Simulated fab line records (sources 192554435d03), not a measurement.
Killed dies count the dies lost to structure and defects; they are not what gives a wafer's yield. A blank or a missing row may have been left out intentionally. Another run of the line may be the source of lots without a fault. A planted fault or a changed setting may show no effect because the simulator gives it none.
fab line records | flow n5-finfet
record lots=24 wafers=72 last-day=18
route steps=1938 shown BEOL_M13@1706 BEOL_M14@1747 BEOL_M15@1773
lots that met no fault: from a run of the same line without faults
start-h: hours from the record's first day to the start of the lot's first wafer shown | wait-h: hours elapsed since this lot's preceding step | " repeats the value in the row above | L1.1+2: a row that stands for several wafers | - no value, or no start given | * or withheld: withheld | < > ~ a bound
route shown NAME@n: a module of which the file shows steps, and the number in the route of the first | usual: the fault-free wafers' mean and standard deviation | same: alike in all rows | chamber/n: place in a boat | sites: the reading at each site | _std_site: the values' standard deviation | _edge_site: mean of outer sites minus mean of inner sites | radius-mm: for every site, how far away it sits from the centre of the wafer | mask NAME#n: copy n | behind: the last tool/chamber to shape the wafer | hold: the reason the lot was held/the length of the hold in hours/how it ended | device: the n, p or np transistor that did not switch | end of line: tests of these same wafers at the route's end | a step without rows: its recipe alone | killed: not the wafer's yield, but the dies lost to structure and defects at the first sort | map: dies across one wafer; x = killed, . = not, _ = none there
set.NAME: the setting as run; set.NAME@STEP: as run at that earlier step | model.NAME: the simulator's own value behind a step, which no gauge read
steps of the route over a sample of lots; a table a step, a row a wafer
services: the hour from which a tool's chamber was out of use, counted from the record's first day as start-h (under 0 if before that day), plus the number of hours and why
## steps
# step N5_BEOL_M13_SPUTTER_44
# recipe material=Ta target-thk-a=100 temp-c=50 bias-v=80 power-w=15000 chamber-pressure-pa=0.07 time-s=16.13
# usual throttle-valve-pct=30.1/0.94
# columns lot.wafer tool chamber start-h wait-h throttle-valve-pct
L074.1 pvd-sputter-01 - 245.33 0.0 30.4
L074.2 " - " " 28.6
L074.3 " - " " 29.9
L076.1 pvd-sputter-01 - 245.65 0.0 29.9
L076.4 " - " " 30.2
L076.6 " - " " 28.5
L075.1 pvd-sputter-02 - 257.68 0.0 32.0
L075.3 " - " " 29.5
L075.4 " - " " 29.7
L077.2 pvd-sputter-03 - 261.23 0.0 29.9
L077.4 " - " " 31.8
L077.6 " - " " 30.5
L078.1 pvd-sputter-01 - 267.46 0.0 30.5
L078.3 " - " " 28.4
L078.4 " - " " 29.9
L079.2 pvd-sputter-02 - 290.23 0.0 29.7
L079.3 " - " " 29.7
L079.6 " - " " 29.4
L081.4 pvd-sputter-02 - 291.47 0.0 31.9
L081.5 " - " " 30.0
L081.6 " - " " 29.8
L082.1 pvd-sputter-01 - 294.53 0.0 28.5
L082.5 " - " " 29.3
L082.6 " - " " 30.4
L083.2 pvd-sputter-01 - 305.00 0.0 30.1
L083.4 " - " " 28.3
L083.6 " - " " 30.3
L080.1 pvd-sputter-03 - 305.50 0.0 30.1
L080.3 " - " " 31.5
L080.6 " - " " 31.9
L084.1 pvd-sputter-02 - 313.87 0.0 29.6
L084.3 " - " " 32.0
L084.4 " - " " 29.5
L085.1 pvd-sputter-03 - 313.90 0.0 31.7
L085.3 " - " " 30.6
L085.5 " - " " 30.5
L086.1 pvd-sputter-01 - 317.50 0.0 28.6
L086.3 " - " " 30.1
L086.5 " - " " 28.5
L087.2 pvd-sputter-03 - 320.10 0.0 31.7
L087.5 " - " " 30.5
L087.6 " - " " 31.7
L088.1 pvd-sputter-01 - 329.91 0.0 30.1
L088.3 " - " " 30.3
L088.5 " - " " 30.2
L090.1 pvd-sputter-01 - 338.13 0.0 28.4
L090.5 " - " " 30.1
L090.6 " - " " 29.2
L089.1 pvd-sputter-01 - 342.80 0.0 28.6
L089.2 " - " " 30.2
L089.6 " - " " 30.2
L092.1 pvd-sputter-02 - 355.52 0.0 29.9
L092.3 " - " " 32.2
L092.4 " - " " 29.3
L093.2 pvd-sputter-03 - 364.03 0.0 30.6
L093.4 " - " " 30.1
L093.5 " - " " 31.7
L095.3 pvd-sputter-03 - 370.37 0.0 29.8
L095.4 " - " " 30.4
L095.6 " - " " 30.2
L091.1 pvd-sputter-03 - 372.61 0.0 29.6
L091.5 " - " " 29.7
L091.6 " - " " 30.3
L094.2 pvd-sputter-03 - 375.52 0.0 30.4
L094.4 " - " " 31.7
L094.6 " - " " 31.6
L097.4 pvd-sputter-02 - 390.16 0.0 29.8
L097.5 " - " " 29.8
L097.6 " - " " 32.1
L096.1 pvd-sputter-01 - 394.25 0.0 29.9
L096.5 " - " " 28.4
L096.6 " - " " 30.2
# step N5_BEOL_M14_OVL_MEAS_29
# recipe points-per-wafer=44
# usual M14_OVL=1/5
# columns lot.wafer tool chamber start-h wait-h M14_OVL[nm]
L074.1 overlay-01 0 248.02 0.0 5
L074.2 " 0 " " 5
L074.3 " 0 " " 3
L076.1 overlay-02 0 248.78 0.0 -5
L076.4 " 0 " " -7
L076.6 " 0 " " -2
L075.1 overlay-02 0 260.96 0.0 0
L075.3 " 0 " " 4
L075.4 " 0 " " -1
L077.2 overlay-02 0 264.04 0.0 2
L077.4 " 0 " " 1
L077.6 " 0 " " -1
L078.1 overlay-01 0 270.70 0.0 7
L078.3 " 0 " " 3
L078.4 " 0 " " 4
L079.2 overlay-01 0 292.87 0.0 -11
L079.3 " 0 " " -3
L079.6 " 0 " " -4
L081.4 overlay-02 0 294.25 0.0 9
L081.5 " 0 " " 6
L081.6 " 0 " " 16
L082.1 overlay-02 0 297.18 0.0 2
L082.5 " 0 " " 5
L082.6 " 0 " " 2
L083.2 overlay-01 0 307.64 0.0 4
L083.4 " 0 " " -2
L083.6 " 0 " " 3
L080.1 overlay-02 0 308.06 0.0 7
L080.3 " 0 " " 4
L080.6 " 0 " " 4
L084.1 overlay-02 0 316.66 0.0 -6
L084.3 " 0 " " -5
L084.4 " 0 " " 1
L085.1 overlay-02 0 316.87 0.0 0
L085.3 " 0 " " 4
L085.5 " 0 " " 1
L086.1 overlay-02 0 320.15 0.0 -6
L086.3 " 0 " " -6
L086.5 " 0 " " -5
L087.2 overlay-01 0 323.09 0.0 -3
L087.5 " 0 " " -8
L087.6 " 0 " " -5
L088.1 overlay-01 0 332.85 0.0 11
L088.3 " 0 " " 1
L088.5 " 0 " " 4
L090.1 overlay-01 0 340.78 0.0 7
L090.5 " 0 " " 7
L090.6 " 0 " " 4
L089.1 overlay-01 0 345.51 0.0 -4
L089.2 " 0 " " 1
L089.6 " 0 " " 2
L092.1 overlay-02 0 358.29 0.0 -1
L092.3 " 0 " " -7
L092.4 " 0 " " 8
L093.2 overlay-02 0 366.67 0.0 5
L093.4 " 0 " " 0
L093.5 " 0 " " 4
L095.3 overlay-01 0 373.13 0.0 -4
L095.4 " 0 " " 2
L095.6 " 0 " " -4
L091.1 overlay-02 0 376.02 0.0 -2
L091.5 " 0 " " -1
L091.6 " 0 " " -1
L094.2 overlay-02 0 378.25 0.0 11
L094.4 " 0 " " 7
L094.6 " 0 " " 8
L097.4 overlay-02 0 392.86 0.0 -1
L097.5 " 0 " " -6
L097.6 " 0 " " -4
L096.1 overlay-02 0 397.14 0.0 0
L096.5 " 0 " " 4
L096.6 " 0 " " 5
# step N5_BEOL_M14_CMP_49
# recipe stop-on=SiO2 t-overpolish-s=5.2 down-force-psi=2 platen-rpm=80 clearing-platen-down-force-psi=2 clearing-platen-rpm=80 post-cmp-clean=cu-alkaline target-thk-nm=560 clearing-platen-pad-velocity-m-s=1.5917 pad-velocity-m-s=1.5917
# usual barrier-field-endpoint-s=11.3/0.34 motor-current-A=7.9/0.88 overpolish-run-s=5.200/0.0095 time-to-endpoint-s=119/5.5
# columns lot.wafer tool chamber start-h wait-h barrier-field-endpoint-s motor-current-A overpolish-run-s time-to-endpoint-s
L074.1 cmp-04 1 250.63 0.3 11.9 7.0 5.207 125
L074.3 " 2 " " 11.6 9.1 5.209 123
L074.2 " 3 " " 11.6 7.9 5.206 124
L076.1 cmp-04 3 252.91 0.3 11.7 8.1 5.193 121
L076.4 " 2 " " 11.7 8.7 5.206 124
L076.6 " 0 " " 11.5 6.9 5.186 119
L075.4 cmp-04 1 263.73 0.3 11.8 6.5 5.210 130
L075.1 " 2 " " 11.3 9.4 5.197 125
L075.3 " 3 " " 11.7 8.2 5.185 125
L077.4 cmp-03 3 267.87 0.1 11.4 6.6 5.201 123
L077.2 " 2 " " 11.1 7.7 5.183 109
L077.6 " 0 " " 11.4 8.1 5.204 121
L078.4 cmp-03 2 277.21 0.1 11.2 7.7 5.187 112
L078.1 " 3 " " 11.4 6.2 5.189 114
L078.3 " 1 " " 11.0 8.5 5.184 112
L079.3 cmp-02 3 299.82 0.2 11.7 8.2 5.207 125
L079.2 " 1 " " 11.0 9.6 5.192 114
L079.6 " 3 " " 11.5 7.9 5.202 126
L081.4 cmp-03 1 303.67 0.2 10.7 8.6 5.206 115
L081.6 " 0 " " 11.3 8.4 5.188 122
L081.5 " 1 " " 10.7 8.3 5.191 111
L082.1 cmp-04 1 306.12 0.3 11.2 7.0 5.194 121
L082.6 " 1 " " 11.2 6.9 5.191 118
L082.5 " 2 " " 11.3 8.3 5.194 119
L083.4 cmp-02 0 311.47 0.3 10.8 8.7 5.200 112
L083.2 " 1 " " 11.1 9.5 5.209 118
L083.6 " 2 " " 11.0 8.3 5.197 115
L080.1 cmp-03 1 312.36 0.3 10.8 8.4 5.192 112
L080.3 " 0 " " 11.4 7.6 5.205 125
L080.6 " 1 " " 10.9 8.4 5.191 113
L084.1 cmp-02 0 323.69 0.3 10.9 8.4 5.201 111
L084.3 " 1 " " 10.8 9.2 5.190 113
L084.4 " 2 " " 11.3 8.6 5.185 119
L085.3 cmp-03 0 323.91 0.2 11.3 8.3 5.207 119
L085.1 " 2 " " 10.9 7.8 5.206 109
L085.5 " 1 " " 10.7 8.4 5.223 109
L086.1 cmp-04 3 324.00 0.3 11.5 8.2 5.196 121
L086.3 " 1 " " 11.7 6.4 5.218 123
L086.5 " 3 " " 11.3 8.1 5.182 120
L087.2 cmp-02 2 326.97 0.2 11.4 8.6 5.218 121
L087.5 " 1 " " 11.0 9.5 5.221 119
L087.6 " 2 " " 11.2 8.3 5.203 117
L088.3 cmp-04 3 339.07 0.2 11.0 8.1 5.195 122
L088.1 " 1 " " 11.1 7.2 5.209 121
L088.5 " 3 " " 11.1 8.4 5.214 122
L090.1 cmp-04 2 343.28 0.4 11.5 9.0 5.201 118
L090.6 " 3 " " 11.8 8.3 5.194 123
L090.5 " 0 " " 11.5 6.7 5.197 115
L089.2 cmp-04 1 348.15 0.3 11.7 7.1 5.210 123
L089.1 " 2 " " 11.3 8.5 5.200 121
L089.6 " 0 " " 11.4 6.8 5.192 118
L092.4 cmp-02 2 361.58 0.1 11.1 8.4 5.203 117
L092.1 " 0 " " 10.8 8.3 5.188 112
L092.3 " 1 " " 11.0 9.3 5.200 118
L093.2 cmp-04 0 371.64 0.3 11.5 7.0 5.223 121
L093.4 " 1 " " 11.7 6.8 5.192 123
L093.5 " 0 " " 11.5 6.7 5.205 124
L095.3 cmp-03 0 375.07 0.2 11.2 8.1 5.173 119
L095.4 " 2 " " 10.9 7.9 5.206 115
L095.6 " 0 " " 11.1 8.0 5.202 122
L091.1 cmp-03 1 381.53 0.4 11.0 9.0 5.187 108
L091.6 " 2 " " 10.9 7.6 5.202 107
L091.5 " 3 " " 11.6 6.5 5.202 119
L094.4 cmp-02 0 383.07 0.2 11.0 8.4 5.206 116
L094.2 " 1 " " 11.4 9.5 5.194 116
L094.6 " 3 " " 11.8 8.2 5.193 132
L097.4 cmp-03 1 395.25 0.2 10.6 8.5 5.211 109
L097.5 " 3 " " 11.0 6.5 5.196 115
L097.6 " 0 " " 11.1 8.7 5.203 118
L096.1 cmp-03 0 399.43 0.4 11.0 8.0 5.197 118
L096.6 " 1 " " 11.0 8.5 5.194 108
L096.5 " 2 " " 10.6 8.0 5.198 112
# step N5_BEOL_M14_THK_MEAS_50
# recipe thk-meas-gauge=xrf reads=Cu_of_BEOL_M14_ECD_47
# usual M14_THK=549/28
# columns lot.wafer tool chamber start-h wait-h M14_THK[nm]
L074.1 film-metro-01 - 250.93 - 559
L074.2 " - " " 584
L074.3 " - " " 546
L076.1 film-metro-02 - 253.21 - 561
L076.4 " - " " 514
L076.6 " - " " 530
L075.1 film-metro-02 - 264.03 - 565
L075.3 " - " " 501
L075.4 " - " " 561
L077.2 film-metro-01 - 268.16 - 576
L077.4 " - " " 577
L077.6 " - " " 549
L078.1 film-metro-02 - 277.51 - 559
L078.3 " - " " 519
L078.4 " - " " 556
L079.2 film-metro-01 - 300.11 - 577
L079.3 " - " " 593
L079.6 " - " " 545
L081.4 film-metro-02 - 303.93 - 556
L081.5 " - " " 561
L081.6 " - " " 567
L082.1 film-metro-02 - 306.42 - 571
L082.5 " - " " 544
L082.6 " - " " 575
L083.2 film-metro-01 - 311.69 - 514
L083.4 " - " " 585
L083.6 " - " " 580
L080.1 film-metro-01 - 312.65 - 588
L080.3 " - " " 537
L080.6 " - " " 588
L084.1 film-metro-01 - 323.98 - 553
L084.3 " - " " 578
L084.4 " - " " 597
L085.1 film-metro-01 - 324.20 - 548
L085.3 " - " " 592
L085.5 " - " " 590
L086.1 film-metro-02 - 324.30 - 549
L086.3 " - " " 478
L086.5 " - " " 506
L087.2 film-metro-02 - 327.23 - 567
L087.5 " - " " 565
L087.6 " - " " 558
L088.1 film-metro-02 - 339.37 - 555
L088.3 " - " " 506
L088.5 " - " " 519
L090.1 film-metro-02 - 343.46 - 518
L090.5 " - " " 575
L090.6 " - " " 490
L089.1 film-metro-02 - 348.37 - 531
L089.2 " - " " 503
L089.6 " - " " 525
L092.1 film-metro-01 - 361.88 - 544
L092.3 " - " " 565
L092.4 " - " " 527
L093.2 film-metro-01 - 371.93 - 576
L093.4 " - " " 601
L093.5 " - " " 556
L095.3 film-metro-01 - 375.36 - 594
L095.4 " - " " 574
L095.6 " - " " 591
L091.1 film-metro-01 - 381.71 - 509
L091.5 " - " " 594
L091.6 " - " " 507
L094.2 film-metro-02 - 383.29 - 531
L094.4 " - " " 563
L094.6 " - " " 548
L097.4 film-metro-01 - 395.47 - 531
L097.5 " - " " 528
L097.6 " - " " 580
L096.1 film-metro-01 - 399.61 - 533
L096.5 " - " " 528
L096.6 " - " " 576
# step N5_BEOL_M14_DEP_53
# recipe material=SiCN target-thk-a=500 temp-c=withheld precursor=3MS/NH3 pressure-torr=3 rf-w=675 time-s=17.8
# usual showerhead-plenum-p-Torr=4.152/0.024 throttle-valve-pct=18.5/1
# columns lot.wafer tool chamber start-h wait-h showerhead-plenum-p-Torr throttle-valve-pct
L074.1 pecvd-02 0 250.99 0.0 4.142 18.2
L074.2 " 1 " " 4.168 19.0
L074.3 " 2 " " 4.187 16.2
L076.1 pecvd-02 1 253.27 0.0 4.146 19.1
L076.4 " 2 " " 4.195 16.5
L076.6 " 0 " " 4.158 18.4
L075.1 pecvd-03 2 264.09 0.0 4.137 17.7
L075.3 " 0 " " 4.127 18.5
L075.4 " 1 " " 4.151 20.2
L077.2 pecvd-01 1 268.23 0.0 4.178 17.9
L077.4 " 0 " " 4.123 18.7
L077.6 " 2 " " 4.173 17.1
L078.1 pecvd-02 2 277.58 0.0 4.197 16.6
L078.3 " 1 " " 4.153 18.8
L078.4 " 2 " " 4.197 16.5
L079.2 pecvd-03 1 300.17 0.0 4.144 20.0
L079.3 " 0 " " 4.121 18.8
L079.6 " 1 " " 4.149 20.2
L081.4 pecvd-03 1 304.01 0.0 4.160 20.2
L081.5 " 2 " " 4.139 17.8
L081.6 " 0 " " 4.142 18.7
L082.1 pecvd-03 1 306.48 0.0 4.138 20.2
L082.5 " 1 " " 4.156 20.2
L082.6 " 2 " " 4.128 17.9
L083.2 pecvd-01 2 311.75 0.0 4.186 17.5
L083.4 " 2 " " 4.181 17.3
L083.6 " 1 " " 4.185 18.1
L080.1 pecvd-01 0 312.72 0.0 4.125 18.6
L080.3 " 2 " " 4.181 17.1
L080.6 " 0 " " 4.122 18.8
L084.1 pecvd-03 2 324.07 0.0 4.132 18.0
L084.3 " 0 " " 4.141 18.7
L084.4 " 0 " " 4.132 18.7
L085.1 pecvd-01 2 324.27 0.0 4.169 17.4
L085.3 " 1 " " 4.172 18.2
L085.5 " 2 " " 4.192 17.2
L086.1 pecvd-01 2 324.36 0.0 4.184 17.1
L086.3 " 1 " " 4.175 17.9
L086.5 " 0 " " 4.121 18.8
L087.2 pecvd-03 1 327.29 0.0 4.150 20.0
L087.5 " 1 " " 4.152 20.2
L087.6 " 2 " " 4.130 17.9
L088.1 pecvd-03 1 339.43 0.0 4.144 20.4
L088.3 " 0 " " 4.142 18.6
L088.5 " 0 " " 4.131 18.7
L090.1 pecvd-03 1 343.52 0.0 4.154 20.5
L090.5 " 0 " " 4.136 18.6
L090.6 " 1 " " 4.152 20.1
L089.1 pecvd-03 0 348.43 0.0 4.139 18.3
L089.2 " 2 " " 4.132 18.0
L089.6 " 0 " " 4.127 18.6
L092.1 pecvd-01 0 361.94 0.0 4.132 18.9
L092.3 " 2 " " 4.177 17.3
L092.4 " 2 " " 4.185 17.4
L093.2 pecvd-02 1 371.99 0.0 4.148 19.2
L093.4 " 2 " " 4.186 16.8
L093.5 " 1 " " 4.154 19.0
L095.3 pecvd-02 1 375.42 0.0 4.152 18.9
L095.4 " 1 " " 4.146 19.0
L095.6 " 2 " " 4.197 16.6
L091.1 pecvd-03 0 381.78 0.0 4.132 18.7
L091.5 " 2 " " 4.118 18.2
L091.6 " 0 " " 4.127 19.0
L094.2 pecvd-03 2 383.35 0.0 4.125 18.4
L094.4 " 1 " " 4.149 20.3
L094.6 " 0 " " 4.144 18.9
L097.4 pecvd-01 1 395.55 0.0 4.182 18.2
L097.5 " 0 " " 4.124 18.6
L097.6 " 2 " " 4.185 17.3
L096.1 pecvd-03 2 399.67 0.0 4.123 18.1
L096.5 " 0 " " 4.123 18.9
L096.6 " 2 " " 4.134 18.2
# step N5_BEOL_M15_ILD_DEP_00
# recipe material=SiO2 target-thk-a=16293 temp-c=400 precursor=TEOS/O2 pressure-torr=6.5 rf-w=900 teos-flow-sccm=161.4 gas=O2 flow-sccm=2650 time-s=346.1
# usual heater-power-w=589/140 showerhead-plenum-p-Torr=8.33/0.038 throttle-valve-pct=19.2/1.1
# columns lot.wafer tool chamber start-h wait-h heater-power-w showerhead-plenum-p-Torr throttle-valve-pct
L074.1 pecvd-04 2 251.12 0.0 677 8.35 17.3
L074.2 " 0 " " 781 8.35 20.6
L074.3 " 1 " " 727 8.30 20.3
L076.1 pecvd-01 0 253.40 0.0 461 8.31 19.2
L076.4 " 2 " " 844 8.41 17.5
L076.6 " 1 " " 319 8.37 18.6
L075.1 pecvd-03 2 264.22 0.0 460 8.31 18.2
L075.3 " 1 " " 429 8.32 21.1
L075.4 " 1 " " 332 8.33 20.6
L077.2 pecvd-01 1 268.36 0.0 444 8.38 18.5
L077.4 " 2 " " 755 8.39 17.8
L077.6 " 1 " " 324 8.36 18.5
L078.1 pecvd-01 2 277.73 0.0 740 8.36 17.7
L078.3 " 1 " " 437 8.37 18.6
L078.4 " 2 " " 828 8.37 17.6
L079.2 pecvd-01 2 300.30 0.0 826 8.37 17.6
L079.3 " 0 " " 593 8.28 19.2
L079.6 " 2 " " 659 8.38 17.8
L081.4 pecvd-01 0 304.23 0.1 459 8.25 19.5
L081.5 " 1 " " 414 8.39 18.9
L081.6 " 2 " " 829 8.38 17.7
L082.1 pecvd-04 2 306.61 0.0 657 8.35 17.8
L082.5 " 2 " " 714 8.32 17.7
L082.6 " 1 " " 580 8.29 20.4
L083.2 pecvd-04 0 311.88 0.0 827 8.35 20.6
L083.4 " 1 " " 584 8.30 20.4
L083.6 " 2 " " 569 8.33 17.6
L080.1 pecvd-03 1 312.85 0.0 386 8.32 21.2
L080.3 " 0 " " 554 8.31 19.4
L080.6 " 0 " " 638 8.29 19.2
L084.1 pecvd-04 1 324.20 0.0 712 8.29 20.3
L084.3 " 0 " " 785 8.35 20.6
L084.4 " 0 " " 652 8.34 20.6
L085.1 pecvd-03 1 324.39 0.0 430 8.32 20.9
L085.3 " 0 " " 632 8.30 19.4
L085.5 " 2 " " 461 8.28 18.6
L086.1 pecvd-01 2 324.49 0.0 808 8.39 17.3
L086.3 " 1 " " 452 8.38 18.7
L086.5 " 1 " " 330 8.35 18.7
L087.2 pecvd-01 0 327.42 0.0 469 8.29 19.2
L087.5 " 2 " " 654 8.38 18.0
L087.6 " 0 " " 586 8.26 19.4
L088.1 pecvd-04 1 339.56 0.0 682 8.29 20.5
L088.3 " 2 " " 689 8.35 17.8
L088.5 " 1 " " 564 8.30 20.4
L090.1 pecvd-04 0 343.65 0.0 754 8.35 20.6
L090.5 " 0 " " 811 8.34 20.8
L090.6 " 2 " " 555 8.33 18.0
L089.1 pecvd-04 0 348.56 0.0 761 8.34 20.7
L089.2 " 1 " " 619 8.30 20.4
L089.6 " 1 " " 703 8.30 20.1
L092.1 pecvd-03 2 362.07 0.0 506 8.30 18.7
L092.3 " 0 " " 680 8.32 19.6
L092.4 " 1 " " 423 8.36 20.9
L093.2 pecvd-03 0 372.12 0.0 667 8.30 19.2
L093.4 " 1 " " 332 8.34 21.0
L093.5 " 2 " " 441 8.29 19.1
L095.3 pecvd-03 1 375.55 0.0 443 8.34 20.8
L095.4 " 0 " " 518 8.30 19.4
L095.6 " 1 " " 328 8.34 20.9
L091.1 pecvd-04 2 381.91 0.0 693 8.35 18.2
L091.5 " 0 " " 641 8.36 20.6
L091.6 " 1 " " 725 8.27 20.5
L094.2 pecvd-04 0 383.48 0.0 780 8.34 20.7
L094.4 " 2 " " 723 8.33 17.8
L094.6 " 0 " " 647 8.35 20.7
L097.4 pecvd-01 2 395.77 0.1 809 8.39 17.7
L097.5 " 0 " " 446 8.30 19.4
L097.6 " 1 " " 426 8.39 18.5
L096.1 pecvd-01 2 399.80 0.0 806 8.41 18.3
L096.5 " 0 " " 599 8.28 19.3
L096.6 " 2 " " 640 8.38 18.0
## services
# columns tool chamber start-h hours kind
cmp-04 - 233.19 1.7 repair
pecvd-04 - 242.28 1.9 repair
cmp-03 - 246.92 6.7 pm
cmp-02 - 252.02 4.6 pm
pecvd-04 - 254.34 14.9 repair
cmp-02 - 259.66 5.2 repair
cmp-02 - 269.14 1.4 repair
pecvd-02 0 269.66 11.3 repair
pecvd-03 - 270.66 0.8 pm
pecvd-03 - 278.96 2.8 pm
cmp-04 - 286.21 1.1 repair
pecvd-02 1 291.40 27.1 repair
cmp-04 - 292.15 4.0 pm
pecvd-04 2 298.62 3.8 repair
pecvd-02 - 301.70 28.1 pm
cmp-03 - 306.63 4.0 pm
cmp-04 - 317.03 4.6 repair
cmp-03 - 347.65 1.0 repair
pvd-sputter-02 - 362.16 3.7 repair
cmp-03 - 368.25 3.7 repair
cmp-02 - 373.50 4.0 pm
pvd-sputter-03 - 389.76 3.1 repair
cmp-04 - 394.12 4.4 repair
pecvd-04 0 394.81 9.0 repair
## key
fault none
